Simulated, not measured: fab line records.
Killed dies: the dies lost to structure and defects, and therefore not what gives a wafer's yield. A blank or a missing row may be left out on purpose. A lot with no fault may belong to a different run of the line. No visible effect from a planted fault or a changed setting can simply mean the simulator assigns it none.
A lot that was struck, set against a sound lot -- flow nand_harc -- 14 steps out of a route of 1302
Sound: these wafers, L470.1, L470.5, L470.6. The struck wafers were L471.2, L471.3, L471.6. The cause is given at the end.
Each step with rows lists, per side, the tool, then ch with its chambers, then its first start. Under that, the readings that differ: sound wafers -- struck wafers -- difference of the means -- sigmas: that difference in standard deviations of wafers without a fault.
alike: readings with means less than 2 such deviations apart, plus words and numbers identical on both sides. not compared: withheld readings, readings lacking a value on some wafer, bounds such as >300 that could conceal the same value, and numbers that have no deviation in the record and whose values overlap.
Wherever a step has rows on one side only, a row that says differs or no value, or a row with sigmas, the two part there. Non-overlapping numbers with no deviation appear without sigmas and do not part them. A reading missing from all wafers of one side parts the sides only when that side holds two or more wafers.

first, 1 step without rows for these wafers: NHARC_A_M1_PRE_CLEAN_30 (time 30 s).
NHARC_A_M1_PVD_20: deposits TaN, target thk 5 nm, time 8.06 s.
  sound on pvd_sputter-03; struck on pvd_sputter-01
  alike: bias_v, cathode_dc_power_W, chamber_pressure_pa, throttle_valve_pct
NHARC_A_M1_PVD_21: deposits Cu, target thk 30 nm, time 20.49 s.
  sound on pvd_sputter-03; struck on pvd_sputter-01
  alike: cathode_dc_power_W, chamber_pressure_pa, throttle_valve_pct
then, 2 steps without rows for these wafers: NHARC_A_M1_ECD_22 (material Cu, target thk 400 nm); NHARC_A_M1_ANNEAL_31 (time 90 s).
NHARC_A_M1_CMP_23: polishes, t overpolish 20 s, target thk 154.34 nm.
  sound on cmp-03 ch 0,1, day 27 17:46; struck on cmp-03 ch 0,1,2, day 28 09:58
  alike: motor_current_A, slurry_filter_dp_kPa, time_to_endpoint_s
NHARC_A_M1_THK_MEAS_24: measures by xrf.
  sound on film_metro-01 at day 27 18:03; struck on film_metro-02 at day 28 10:16
reading,sound,struck,difference,sigmas
thk_nm (nm),155.8 154.0 157.8,152.1 151.1 150.2,-4.7,-3
following that, these wafers have no rows for 1 step: NHARC_A_M1_SRD_25.
NHARC_A_M1_INSPECT_27:
  sound on defect_inspect-01 at day 27 18:12; struck on defect_inspect-02 at day 28 10:26
  alike: raw_defect_count
NHARC_A_M1_PRE_CLEAN_32: time 12 s.
  sound on pecvd-03 ch 0,1, day 27 18:16; struck on pecvd-04 ch 0,1,2, day 28 10:30
  alike: heater_power_w
then, 1 step without rows for these wafers: NHARC_A_M1_DEP_33 (deposits SiCN, target thk 30 nm).
NHARC_A_BONDPAD_DEP_00: deposits SiCN, target thk 250 nm.
  sound on pecvd-01 ch 0,2, day 27 18:59; struck on pecvd-02 ch 0,1,2, day 28 11:08
  no value came back on the struck wafers for chamber_pressure_Torr (Torr), heater_power_outer_w (W), heater_power_w (W); on the sound wafers chamber_pressure_Torr (Torr) reads 2.999 2.989 3.001
NHARC_A_BONDPAD_CMP_29: polishes SiCN, target thk 200 nm.
  sound on cmp-01 ch 0,3, day 27 19:20; struck on cmp-01 ch 0,2, day 28 11:32
  alike: motor_current_A, slurry_filter_dp_kPa
following that, these wafers have no rows for 1 step: NHARC_END_SORT_01.

WHERE THEY PART
First at NHARC_A_M1_THK_MEAS_24; last, within this record, at NHARC_A_BONDPAD_DEP_00. Later steps at which nothing parts them and some readings are alike: NHARC_A_BONDPAD_CMP_29.

WHY: the cause the simulator had injected
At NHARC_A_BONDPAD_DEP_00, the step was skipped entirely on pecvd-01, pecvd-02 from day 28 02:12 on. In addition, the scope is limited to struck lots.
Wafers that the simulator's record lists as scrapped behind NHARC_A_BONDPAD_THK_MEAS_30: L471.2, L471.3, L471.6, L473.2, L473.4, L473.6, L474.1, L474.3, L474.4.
